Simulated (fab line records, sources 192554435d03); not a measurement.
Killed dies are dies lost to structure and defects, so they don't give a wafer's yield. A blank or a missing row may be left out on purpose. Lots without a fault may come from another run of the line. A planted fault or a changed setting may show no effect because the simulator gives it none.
Split-lot experiment | flow n5_finfet | 7 lots, 21 wafers read, on a route of 1938 steps

THE SPLIT
At N5_BEOL_M11_EXPOSE_25 (exposes mask V10), the setting dose_mj was moved away from the recipe's 85.5 on 6 of the 21 wafers read, by -5.7% to +5.4%. The other wafers ran this setting at the recipe's value.

FROM THE SPLIT TO THE READING: what the file shows between them, 2 steps
- N5_BEOL_M11_PEB_26: peb time 60 s
- N5_BEOL_M11_DEVELOP_27: develop time 30 s

THE READING
cd_nm, in nm, at N5_BEOL_M11_CD_MEAS_28 (target cd 70 nm). Fault-free wafers of this fab line usually give 69.7 nm, standard deviation 0.91 nm.

wafer  | tool, chamber at the split | dose_mj as run | against the recipe | cd_nm, nm | against lot-mates on the recipe
L083.3 | arfi_scanner-01, 0         | 85.5           | recipe             | 69.5      | -
L083.4 | arfi_scanner-01, 0         | 85.5           | recipe             | 69.8      | -
L083.5 | arfi_scanner-01, 0         | 85.5           | recipe             | 69.4      | -
L086.1 | arfi_scanner-01, 0         | 85.5           | recipe             | 70.8      | -
L086.2 | arfi_scanner-01, 0         | 85.5           | recipe             | 70.0      | -
L086.5 | arfi_scanner-01, 0         | 85.5           | recipe             | 70.2      | -
L087.1 | arfi_scanner-01, 0         | 85.5           | recipe             | 70.6      | -
L087.2 | arfi_scanner-01, 0         | 80.66          | -5.7%              | 65.9      | -4.7
L087.6 | arfi_scanner-01, 0         | 80.66          | -5.7%              | 66.0      | -4.6
L089.3 | arfi_scanner-03, 0         | 85.5           | recipe             | 68.9      | -
L089.5 | arfi_scanner-03, 0         | 85.5           | recipe             | 68.9      | -
L089.6 | arfi_scanner-03, 0         | 90.14          | +5.4%              | 73.3      | +4.4
L090.2 | arfi_scanner-01, 0         | 85.5           | recipe             | 69.1      | -
L090.3 | arfi_scanner-01, 0         | 85.5           | recipe             | 69.5      | -
L090.6 | arfi_scanner-01, 0         | 85.5           | recipe             | 68.5      | -
L092.1 | arfi_scanner-01, 0         | 89.66          | +4.9%              | 73.3      | +3.6
L092.2 | arfi_scanner-01, 0         | 85.5           | recipe             | 69.7      | -
L092.5 | arfi_scanner-01, 0         | 89.66          | +4.9%              | 73.0      | +3.3
L096.1 | arfi_scanner-01, 0         | 85.5           | recipe             | 69.1      | -
L096.3 | arfi_scanner-01, 0         | 85.5           | recipe             | 68.4      | -
L096.5 | arfi_scanner-01, 0         | 89.36          | +4.5%              | 72.5      | +3.8

THE FIT
A straight line over all 21 wafers: cd_nm changes by +0.678 nm for each +1% of dose_mj; r = +0.95; the points scatter about the line by 0.63 nm.
The same after taking each lot's own level away (the mean of its wafers on the recipe; 21 wafers): +0.79 nm for each +1%; r = +0.99; scatter 0.29 nm.
On that fit, the largest move of dose_mj shifts the reading by 4.5 nm.
The lots' own levels span 68.75 to 70.60 nm, that is 2.0 times the standard deviation above.
So the lot-to-lot level changes the slope: the two fits differ.
Check: with one of the wafers moved furthest among these (-5.7%) left out of the fit, the line predicts -4.44 nm for it against its lot-mates. It came out at -4.7 nm against them.

OTHER SPLITS ON THESE WAFERS
These wafers also went through other splits before the reading. Each is held against what the fit with the lots' levels taken away leaves over:
other split on the same wafers       | wafers away from the commonest value | r with cd_nm (lot level and that fit taken away)
N5_BEOL_M7_VIA_ETCH_34 time_s        | 9                                    | +0.12
N5_BEOL_M7_TRENCH_ETCH_37 bias_w     | 8                                    | -0.17
N5_BEOL_M8_COAT_05 spin_rpm          | 5                                    | +0.45
N5_BEOL_M8_DEVELOP_10 develop_time_s | 12                                   | +0.17
N5_BEOL_M9_COAT_05 spin_rpm          | 6                                    | +0.05
N5_BEOL_M9_ETCH_62 time_s            | 7                                    | -0.01
N5_BEOL_M9_DEP_56 time_s             | 8                                    | +0.13

THE FILE'S OWN FIT
cd_nm changes by +0.795 nm for each +1% of dose_mj, r = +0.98.
